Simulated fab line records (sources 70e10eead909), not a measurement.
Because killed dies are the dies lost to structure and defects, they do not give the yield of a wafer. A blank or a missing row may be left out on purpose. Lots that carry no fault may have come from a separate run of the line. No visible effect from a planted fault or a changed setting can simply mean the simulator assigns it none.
fab line records	flow nand-harc
record lots=6	wafers=16	last-day=34
route steps=1302 shown P_M1@315 P_M2@318 END@1302
lots that met no fault: taken from a fault-free run of the same line
start-h: hours from the record's opening day to when the first of the lot's shown wafers began	wait-h: hours elapsed since this lot's preceding step	" identical to the entry in the row above	L1.1+2: a row that stands for several wafers	- either no value or no given start	* or withheld: withheld	< > ~ a bound
route shown NAME@n: a module of which the file shows steps, and the number in the route of the first	usual: average and standard deviation across the fault-free wafers	same: alike in all rows	chamber/n: place in a boat	sites: readings site by site	_std_site: their standard deviation	_edge_site: the outer-site mean with the inner-site mean subtracted	radius-mm: for every site, how far away it sits from the centre of the wafer	mask NAME#n: copy n	behind: the last tool/chamber to shape the wafer	hold: what put the lot on hold/how long, in hours/how the hold closed	device: which transistor (n, p or np) failed to switch	end of line: tests run on the same wafers once the route is complete	a step with no rows: only its recipe	killed: not the wafer's yield, but the dies lost to structure and defects at the first sort	map: dies across one wafer; x = killed, . = not, _ = none there
set.NAME: the setting the step ran with; set.NAME@STEP: the setting that earlier step ran with	model.NAME: the simulator's own value behind a step, which no gauge read
lots at some steps of the route; a table a step, a row a wafer
services: from which hour (start-h, from the record's first day; less than 0 if before it) a tool's chamber was out of use, for how many hours, and why
## steps
# step NHARC_P_M1_INSPECT_27
# usual raw-defect-count=358/150
lot.wafer	tool	chamber	start-h	wait-h	raw-defect-count
L919.1	defect-inspect-02	-	137.19	0.0	558
L919.2	"	-	"	"	486
L919.4	"	-	"	"	702
L928.1	defect-inspect-02	-	230.22	0.0	312
L931.1	defect-inspect-01	-	252.43	0.0	334
L931.2	"	-	"	"	348
L931.6	"	-	"	"	259
L937.1	defect-inspect-02	-	310.42	0.0	345
L937.4	"	-	"	"	303
L937.6	"	-	"	"	312
L941.2	defect-inspect-02	-	349.16	0.0	174
L941.5	"	-	"	"	285
L941.6	"	-	"	"	267
L942.2	defect-inspect-01	-	362.41	0.0	395
L942.3	"	-	"	"	542
L942.6	"	-	"	"	394
# step NHARC_P_M1_PRE_CLEAN_32
# recipe time-s=12	temp-c=370	rf-power-w=300	gas=NH3
# usual heater-power-w=636/78
lot.wafer	tool	chamber	start-h	wait-h	heater-power-w
L919.2	pecvd-03	1	137.26	0.1	650
L919.1	"	0	"	"	618
L919.4	"	0	"	"	619
L928.1	pecvd-01	0	230.33	0.1	639
L931.2	pecvd-04	0	252.50	0.1	691
L931.1	"	1	"	"	706
L931.6	"	2	"	"	668
L937.1	pecvd-04	1	310.49	0.1	732
L937.6	"	1	"	"	727
L937.4	"	0	"	"	724
L941.2	pecvd-04	1	349.23	0.1	741
L941.6	"	1	"	"	712
L941.5	"	0	"	"	678
L942.3	pecvd-01	0	362.49	0.1	777
L942.2	"	1	"	"	586
L942.6	"	1	"	"	593
# step NHARC_P_M1_DEP_33
# recipe target-thk-a=300	temp-c=370	target-thk-nm=30	pressure-torr=3	flow-sccm=200	rf-w=450	material=SiCN
# usual heater-power-w=593/80	showerhead-vpp-V=1304/31
lot.wafer	tool	chamber	start-h	wait-h	heater-power-w	showerhead-vpp-V
L919.2	pecvd-03	1	137.34	0.1	565	1325
L919.1	"	0	"	"	489	1346
L919.4	"	0	"	"	508	1338
L928.1	pecvd-01	0	230.41	0.1	664	1333
L931.2	pecvd-04	0	252.58	0.1	632	1251
L931.1	"	1	"	"	728	1301
L931.6	"	2	"	"	663	1297
L937.1	pecvd-04	1	310.57	0.1	754	1298
L937.6	"	1	"	"	743	1277
L937.4	"	0	"	"	659	1266
L941.2	pecvd-04	1	349.31	0.1	741	1308
L941.6	"	1	"	"	725	1293
L941.5	"	0	"	"	587	1237
L942.3	pecvd-01	0	362.60	0.1	680	1345
L942.2	"	1	"	"	620	1287
L942.6	"	1	"	"	629	1298
# step NHARC_P_M2_DEP_00
# recipe target-thk-a=1825	target-thk-nm=182.5	temp-c=withheld	pressure-torr=5	flow-sccm=200	rf-w=600	material=SiOC
# step NHARC_P_M2_DEHYDRATE_01
# recipe temp-c=150	time-s=120
# step NHARC_P_M2_HMDS_02
# recipe time-s=30
# step NHARC_P_M2_COAT_34
# recipe temp-c=200	time-s=65
# step NHARC_P_M2_COAT_03
# recipe spin-rpm=1500	resist-thk-nm=90
# step NHARC_P_M2_SOFTBAKE_04
# recipe temp-c=105	time-s=55
# step NHARC_P_M2_EBR_05
# step NHARC_P_M2_EXPOSE_06
# recipe na=1.35	target-cd-nm=170	dose-mj=80.78	mask-id=P_M2
# step NHARC_P_M2_PEB_07
# recipe peb-temp-c=100	peb-time-s=65
# usual plate-temp-C=99.98/0.12
lot.wafer	tool	chamber	start-h	wait-h	plate-temp-C
L919.1	litho-track-01	0	138.99	0.1	100.11
L919.2	"	0	"	"	99.91
L919.4	"	0	"	"	100.06
L928.1	litho-track-01	0	231.65	0.1	99.45
L931.1	litho-track-01	0	253.88	0.1	99.45
L931.2	"	0	"	"	99.35
L931.6	"	0	"	"	99.46
L937.1	litho-track-01	0	311.75	0.1	99.99
L937.4	"	0	"	"	99.92
L937.6	"	0	"	"	100.06
L941.2	litho-track-06	0	350.35	0.1	100.01
L941.5	"	0	"	"	100.06
L941.6	"	0	"	"	99.81
L942.2	litho-track-06	0	363.72	0.1	99.80
L942.3	"	0	"	"	99.71
L942.6	"	0	"	"	99.88
# step NHARC_P_M2_DEVELOP_08
# recipe develop-time-s=35	dev-temp-c=23
# step NHARC_P_M2_CD_MEAS_09
# recipe target-cd-nm=170	landing-energy-ev=500
# usual cd-nm=169.7/0.81
lot.wafer	tool	chamber	start-h	wait-h	hold	cd-nm
L919.1	cd-sem-03	0	139.07	-	-	169.0
L919.2	"	0	"	"	-	170.8
L919.4	"	0	"	"	-	168.9
L928.1	cd-sem-03	0	231.73	-	await-dispo/0.2h/release	166.4
L928.1	cd-sem-03	0	-	-	-	167.3
L931.1	cd-sem-01	0	253.96	-	-	167.7
L931.2	"	0	"	"	-	167.5
L931.6	"	0	"	"	-	169.3
L937.1	cd-sem-01	0	311.82	-	-	168.3
L937.4	"	0	"	"	-	170.4
L937.6	"	0	"	"	-	168.6
L941.2	cd-sem-01	0	350.43	-	-	170.9
L941.5	"	0	"	"	-	170.0
L941.6	"	0	"	"	-	169.3
L942.2	cd-sem-03	0	363.80	-	-	170.3
L942.3	"	0	"	"	-	170.5
L942.6	"	0	"	"	-	170.0
# step NHARC_P_M2_OVL_MEAS_10
# recipe pitch-nm=340
# usual overlay-x-nm=0.0/0.93	overlay-y-nm=0.2/0.7
lot.wafer	tool	chamber	start-h	wait-h	overlay-x-nm	overlay-y-nm
L919.1	overlay-02	-	139.16	-	-0.4	0.9
L919.2	"	-	"	"	-0.5	0.8
L919.4	"	-	"	"	0.0	0.9
L928.1	overlay-02	-	232.02	-	-0.8	0.2
L931.1	overlay-01	-	254.05	-	-1.5	0.9
L931.2	"	-	"	"	-1.4	0.5
L931.6	"	-	"	"	-1.5	0.8
L937.1	overlay-01	-	311.91	-	0.2	-0.3
L937.4	"	-	"	"	0.6	0.3
L937.6	"	-	"	"	0.3	0.5
L941.2	overlay-02	-	350.51	-	0.5	0.2
L941.5	"	-	"	"	-0.4	0.3
L941.6	"	-	"	"	0.2	-0.5
L942.2	overlay-02	-	363.89	-	-0.4	-0.5
L942.3	"	-	"	"	-0.4	0.2
L942.6	"	-	"	"	-0.3	-0.7
# step NHARC_P_M2_INSPECT_11
# usual raw-defect-count=5/3.1
lot.wafer	tool	chamber	start-h	wait-h	raw-defect-count
L919.1	defect-inspect-02	-	139.20	0.0	7
L919.2	"	-	"	"	5
L919.4	"	-	"	"	7
L928.1	defect-inspect-01	-	232.06	0.0	6
L931.1	defect-inspect-02	-	254.08	0.0	1
L931.2	"	-	"	"	2
L931.6	"	-	"	"	1
L937.1	defect-inspect-01	-	311.95	0.0	6
L937.4	"	-	"	"	6
L937.6	"	-	"	"	7
L941.2	defect-inspect-02	-	350.55	0.0	15
L941.5	"	-	"	"	13
L941.6	"	-	"	"	8
L942.2	defect-inspect-01	-	363.93	0.0	6
L942.3	"	-	"	"	8
L942.6	"	-	"	"	10
# step NHARC_P_M2_DESCUM_14
# recipe time-s=3	o2-flow-sccm=200	ar-flow-sccm=0	bias-power-w=0	chemistry=O2
# usual drypump-motor-current-A=5.4/0.39	oes-product-au=1.000/0.015	rf-vpp-V=57.6/0.85	showerhead-plenum-p-Torr=1.90/0.051	throttle-valve-pct=11.310/0.0091
lot.wafer	tool	chamber	start-h	wait-h	drypump-motor-current-A	oes-product-au	rf-hours-counter-h	rf-vpp-V	showerhead-plenum-p-Torr	throttle-valve-pct	model.P_M2.cd-nm
L919.1	rie-diel-11	0	139.26	0.1	5.7	1.003	2.9	56.7	1.94	11.307	168.5
L919.4	"	1	"	"	6.1	1.004	2.3	56.8	1.88	11.305	168.2
L919.2	"	2	"	"	5.3	0.982	1.8	59.2	1.93	11.291	171
L928.1	rie-diel-11	2	232.13	0.1	5.3	0.985	5.1	57.6	1.93	11.314	166.4
L931.1	rie-diel-11	2	254.14	0.1	5.3	0.982	7.3	57.6	1.93	11.306	166.4
L931.2	"	0	"	"	5.7	1.013	9.2	57.1	1.94	11.306	166.8
L931.6	"	1	"	"	6.1	1.001	-	56.9	1.88	11.311	169.8
L937.4	rie-diel-09	1	312.02	0.1	4.7	0.999	9.2	57.6	1.95	11.301	170
L937.1	"	3	"	"	5.5	1.010	8.8	57.9	1.87	11.310	169.4
L937.6	"	1	"	"	4.7	0.995	-	56.7	1.95	11.305	167.9
L941.2	rie-diel-11	1	350.63	0.1	6.1	0.997	3.0	58.7	1.88	11.313	171.3
L941.5	"	3	"	"	5.3	0.995	-	56.9	1.86	11.306	171.3
L941.6	"	0	"	"	5.7	1.024	-	57.4	1.94	11.305	168.2
L942.2	rie-diel-11	2	364.00	0.1	5.3	0.985	4.9	58.4	1.92	11.320	170.3
L942.3	"	0	"	"	5.7	1.016	5.0	57.7	1.94	11.312	169.5
L942.6	"	2	"	"	5.3	0.990	-	58.9	1.92	11.312	170.2
# step NHARC_P_M2_ETCH_35
# recipe target-depth-a=400	overetch-a=120	time-s=43.94	ion-energy-ev=200	n2-flow-sccm=150	h2-flow-sccm=150	ar-flow-sccm=0	rf-w=400	bias-w=150	chemistry=N2/H2
# usual drypump-motor-current-A=5.4/0.36	h2-flow-sccm=150.0/0.45	oes-product-au=1.002/0.016	rf-vpp-V=430.3/1.8	showerhead-plenum-p-Torr=2.03/0.057	throttle-valve-pct=14.171/0.008
lot.wafer	tool	chamber	start-h	wait-h	drypump-motor-current-A	h2-flow-sccm	oes-product-au	rf-hours-counter-h	rf-vpp-V	showerhead-plenum-p-Torr	throttle-valve-pct
L919.4	rie-diel-11	3	139.34	0.1	5.3	150.2	0.993	2.8	428.3	1.98	14.175
L919.2	"	0	"	"	5.7	149.8	1.012	2.9	430.3	2.07	14.176
L919.1	"	2	"	"	5.3	150.0	0.995	1.8	430.1	2.06	14.172
L928.1	rie-diel-11	0	232.22	0.1	5.7	149.6	1.025	6.4	431.1	2.07	14.174
L931.2	rie-diel-11	1	254.25	0.1	6.1	150.3	0.999	8.1	429.3	2.01	14.168
L931.1	"	2	"	"	5.3	150.5	0.987	7.3	431.7	2.05	14.182
L931.6	"	2	"	"	5.3	150.9	0.987	-	431.2	2.05	14.179
L937.1	rie-diel-09	1	312.10	0.1	4.7	150.7	0.995	9.2	432.7	2.08	14.176
L937.4	"	0	"	"	5.9	150.7	0.997	9.1	430.9	2.04	14.164
L937.6	"	2	"	"	5.4	150.1	0.998	-	426.9	1.95	14.160
L941.2	rie-diel-11	1	350.71	0.1	6.1	149.6	1.003	3.0	429.1	2.00	14.163
L941.5	"	2	"	"	5.2	150.2	0.982	-	429.7	2.05	14.161
L941.6	"	3	"	"	5.3	149.2	0.986	-	429.4	1.98	14.170
L942.2	rie-diel-11	0	364.08	0.1	5.7	150.0	1.010	5.1	431.5	2.07	14.171
L942.3	"	1	"	"	6.1	149.9	1.002	3.8	429.4	2.00	14.186
L942.6	"	0	"	"	5.7	149.8	1.003	-	432.0	2.07	14.167
# step NHARC_END_SORT_01
# recipe temp-c=25
# usual defect-limited-yield=90.9/2.4	killed-at-array=56/17	killed-at-other=1.2/1.4	killed-at-periphery=4/3.2	killed-dies=61/16	killed-open=3.6/2.1	killed-short=2.7/1.8
# same gross-dies=677
lot.wafer	tool	chamber	start-h	wait-h	defect-limited-yield[%]	killed-at-array	killed-at-other	killed-at-periphery	killed-dies	killed-open	killed-short
L928.1	prober-01	0	662.23	2.5	94.5	32	2	3	37	4	0
L931.1	prober-02	0	706.58	2.6	90.1	61	0	6	67	3	6
L931.2	prober-02	0	707.38	2.9	89.1	63	1	10	74	7	6
L931.6	prober-02	0	710.59	4.0	91.3	56	0	3	59	5	3
L937.1	prober-01	0	738.42	2.5	86.0	86	0	9	95	4	1
L937.4	prober-01	0	740.83	3.4	89.4	65	1	6	72	3	0
L937.6	prober-01	0	742.43	4.0	89.2	68	0	5	73	3	2
L942.2	prober-02	0	822.66	2.8	91.4	53	1	4	58	6	3
L942.3	prober-02	0	823.46	3.1	91.4	50	0	8	58	6	1
L942.6	prober-02	0	825.86	4.0	91.0	51	1	9	61	4	4
# killed by level:class
L928.1 A_CHANNEL_HOLE_D2:chamber-film-flake=14 A_CHANNEL_HOLE_D1:chamber-film-flake=6 A_STAIRCASE:chamber-film-flake=2 A_WL_FILL:chamber-film-flake=2 A_CONTACT:chamber-film-flake=2 A_M0:chamber-film-flake=2 THIN_TSV:chamber-film-flake=2 A_SOURCE_PLATE:geometric-particle:open=1
L931.1 A_SLIT:chamber-film-flake=37 A_CHANNEL_HOLE_D1:chamber-film-flake=6 A_CONTACT:chamber-film-flake=6 P_M2:chamber-film-flake=3 A_WL_FILL:geometric-particle:short=2 A_CHANNEL_HOLE_D2:chamber-film-flake=2 A_SGD_CUT:chamber-film-flake=2 P_STI:geometric-particle:short=1
L931.2 A_SLIT:chamber-film-flake=30 P_M2:chamber-film-flake=7 A_CHANNEL_HOLE_D1:chamber-film-flake=7 A_CONTACT:chamber-film-flake=5 A_ONON_D2:geometric-particle:open=3 A_CHANNEL_FILL_D2:geometric-particle:open=2 A_ZERO_WELL:chamber-film-flake=2 A_CHANNEL_FILL_D1:chamber-film-flake=2
L931.6 A_SLIT:chamber-film-flake=28 A_CONTACT:chamber-film-flake=12 A_CHANNEL_HOLE_D1:chamber-film-flake=4 P_M0:geometric-particle:open=2 A_CHANNEL_FILL_D1:chamber-film-flake=2 P_CONTACT:geometric-particle:open=1 A_ONON_D2:geometric-particle:short=1 A_CHANNEL_FILL_D2:geometric-particle:short=1
L937.1 A_CHANNEL_HOLE_D1:chamber-film-flake=35 A_SLIT:chamber-film-flake=34 A_STAIRCASE:chamber-film-flake=5 P_ZERO_WELL:chamber-film-flake=3 P_BONDPAD:chamber-film-flake=3 A_CONTACT:chamber-film-flake=3 A_WL_FILL:chamber-film-flake=2 A_BONDPAD:chamber-film-flake=2
L937.4 A_SLIT:chamber-film-flake=32 A_CHANNEL_HOLE_D1:chamber-film-flake=19 A_STAIRCASE:chamber-film-flake=4 P_BONDPAD:chamber-film-flake=3 A_BONDPAD:chamber-film-flake=3 P_ZERO_WELL:chamber-film-flake=2 A_WL_FILL:chamber-film-flake=2 A_CHANNEL_HOLE_D2:geometric-particle:open=1
L937.6 A_CHANNEL_HOLE_D1:chamber-film-flake=26 A_SLIT:chamber-film-flake=25 P_BONDPAD:chamber-film-flake=4 A_STAIRCASE:chamber-film-flake=3 A_WL_FILL:chamber-film-flake=3 A_CONTACT:chamber-film-flake=3 A_BONDPAD:chamber-film-flake=2 A_CHANNEL_HOLE_D1:geometric-particle:short=1
L942.2 A_SLIT:chamber-film-flake=33 A_CONTACT:chamber-film-flake=6 A_STAIRCASE:chamber-film-flake=4 A_M0:geometric-particle:open=3 A_CHANNEL_FILL_D2:geometric-particle:open=2 P_M0:geometric-particle:open=1 A_CHANNEL_FILL_D1:geometric-particle:short=1 A_DECK1_JOINT:geometric-particle:short=1
L942.3 A_SLIT:chamber-film-flake=36 P_CONTACT:chamber-film-flake=3 A_WL_FILL:geometric-particle:open=2 P_GATE:chamber-film-flake=2 A_STAIRCASE:chamber-film-flake=2 A_WL_FILL:chamber-film-flake=2 A_CONTACT:chamber-film-flake=2 P_CONTACT:geometric-particle:open=1
L942.6 A_SLIT:chamber-film-flake=31 P_CONTACT:chamber-film-flake=4 A_STAIRCASE:chamber-film-flake=3 A_WL_FILL:chamber-film-flake=3 A_M0:chamber-film-flake=3 P_GATE:chamber-film-flake=2 A_CONTACT:chamber-film-flake=2 P_M2:geometric-particle:short=1
## services
tool	chamber	start-h	hours	kind
pecvd-01	-	130.00	13.0	pm
pecvd-04	1	131.08	9.2	repair
rie-diel-09	-	143.10	9.0	pm
litho-track-01	-	155.00	7.0	pm
pecvd-04	-	155.67	0.7	repair
rie-diel-09	2	166.78	6.6	repair
pecvd-03	0	169.76	4.0	repair
litho-track-06	-	179.00	7.0	pm
pecvd-03	-	185.19	13.0	pm
rie-diel-09	1	200.94	6.2	repair
rie-diel-11	2	225.65	1.4	repair
pecvd-04	-	226.58	1.4	repair
rie-diel-11	3	243.87	2.7	repair
rie-diel-11	3	251.00	7.5	repair
pecvd-01	2	252.67	8.8	repair
rie-diel-11	-	255.57	9.0	pm
pecvd-03	2	266.64	9.7	repair
pecvd-04	-	269.30	13.0	pm
pecvd-01	-	311.27	13.0	pm
rie-diel-11	1	318.08	14.1	repair
rie-diel-09	-	320.11	9.0	pm
litho-track-01	-	330.00	7.0	pm
pecvd-01	0	345.68	12.7	repair
rie-diel-11	-	359.85	1.2	repair
## key
first-sign step=NHARC_P_M2_PEB_07	reading=plate-temp-C	direction=down	sigmas=4.5	usual=*	struck=*
effect step=NHARC_P_M2_CD_MEAS_09	reading=cd-nm	direction=down	sigmas=2.5	usual=169.7	struck=167.7
model-effect step=NHARC_P_M2_DESCUM_14	value=P_M2.cd-nm	without=168.9	struck=167.3
met-at NHARC_P_M2_PEB_07
struck-wafers L928.1,L931.1,L931.2,L931.6
onset-between 138.99 231.65
fault kind=process-parameter-drift	tool=litho-track-01	chamber=-	onset-h=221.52	steps=NHARC_P_M2_PEB_07	channel=peb-temp-c	offset=*	shape=step	end-h=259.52	acts-in=*	stated=*
